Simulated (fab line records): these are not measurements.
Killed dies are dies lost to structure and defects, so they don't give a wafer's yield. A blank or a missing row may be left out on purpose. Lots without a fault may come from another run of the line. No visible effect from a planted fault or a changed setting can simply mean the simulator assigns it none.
Comparing a struck lot with a sound one ; flow nand_harc ; 14 out of 1302 route steps
Sound: the wafers L938.2, L938.5, L938.6. Wafers L955.2, L955.3, L955.4 were the ones struck. The cause comes at the end.
At each step with rows: each side's tool, then ch and its chambers, then its first start. Under that, the readings that differ: sound wafers ; struck wafers ; difference of the means ; sigmas: that difference in standard deviations of wafers without a fault.
alike: readings whose means differ by less than 2 such deviations, and words and numbers that are the same on both sides. not compared: withheld readings, readings that some wafer has no value for, bounds like >300 that may hide the same value, and numbers for which the record gives no deviation and whose values overlap.
A row with sigmas, a row that says differs or no value, or rows on one side alone: a step with any of these is where the two part. Numbers that don't overlap but have no deviation are shown without sigmas and don't part them. Lack of a reading on every wafer of one side parts them only where that side has two or more wafers.

first, 1 step without rows for these wafers: NHARC_P_GATE_IMPLANT_94.
NHARC_P_GATE_STRIP_113: strips in N2/H2, time 740 s.
  sound on plasma_asher-02 ch 0,1, day 6 03:20; struck on plasma_asher-02 ch 0,1, day 13 08:55
  alike: drypump_motor_current_A, heater_power_w
  not compared: rf_hours_counter_h
NHARC_P_GATE_STRIP_95: strips in O2.
  sound on plasma_asher-02 ch 0,1, day 6 04:04; struck on plasma_asher-02 ch 0,1, day 13 09:38
  alike: drypump_motor_current_A, heater_power_w
  not compared: rf_hours_counter_h
then, 1 step without rows for these wafers: NHARC_P_GATE_STRIP_96 (strips in SPM, time 900 s).
NHARC_P_GATE_RTA_64: time 1 s.
  sound on rtp_anneal-02 ch 0, day 6 04:39; struck on rtp_anneal-01 ch 0, day 13 10:16
  alike: anneal_temp_c_max, lamp_power_pct, wafer_temp_C_max
then, 1 step without rows for these wafers: NHARC_P_GATE_ETCH_77 (etches SiO2 in dHF, target depth 6 nm).
NHARC_P_GATE_DEGAS_109: time 60 s.
  sound on pvd_sputter-01 at day 6 04:56; struck on pvd_sputter-02 at day 13 10:34
  alike: heater_power_w
then, 3 steps without rows for these wafers: NHARC_P_GATE_PRE_CLEAN_110 (time 30 s); NHARC_P_GATE_SPUTTER_78 (material Ni, target thk 10 nm); NHARC_P_GATE_SPUTTER_79 (material TiN, target thk 10 nm).
NHARC_P_GATE_RTA_80: time 30 s.
  sound on rtp_anneal-02 ch 0, day 6 05:15; struck on rtp_anneal-02 ch 0, day 13 10:53
  alike: anneal_temp_c_max, wafer_temp_C_max
then, 1 step without rows for these wafers: NHARC_P_GATE_STRIP_67 (strips in SPM, time 600 s).
NHARC_P_GATE_RTA_82: time 30 s.
  sound on rtp_anneal-01 ch 0, day 6 05:42; struck on rtp_anneal-01, day 13 11:20
  no value came back on the struck wafers for anneal_temp_c_max, lamp_power_pct (%), wafer_temp_C_max; on the sound wafers anneal_temp_c_max reads 451.5 452.1 451.4
NHARC_P_GATE_INSPECT_68:
  sound on defect_inspect-02 at day 6 05:52; struck on defect_inspect-01 at day 13 11:30
  alike: raw_defect_count

== WHERE THEY PART ==
At NHARC_P_GATE_RTA_82 and nowhere else, as far as this record goes. Later steps at which nothing parts them and some readings are alike: NHARC_P_GATE_INSPECT_68.

WHY: what the simulator had put in
Entire step skipped (rtp_anneal-01, NHARC_P_GATE_RTA_82), from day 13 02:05 onward. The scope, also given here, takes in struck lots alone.
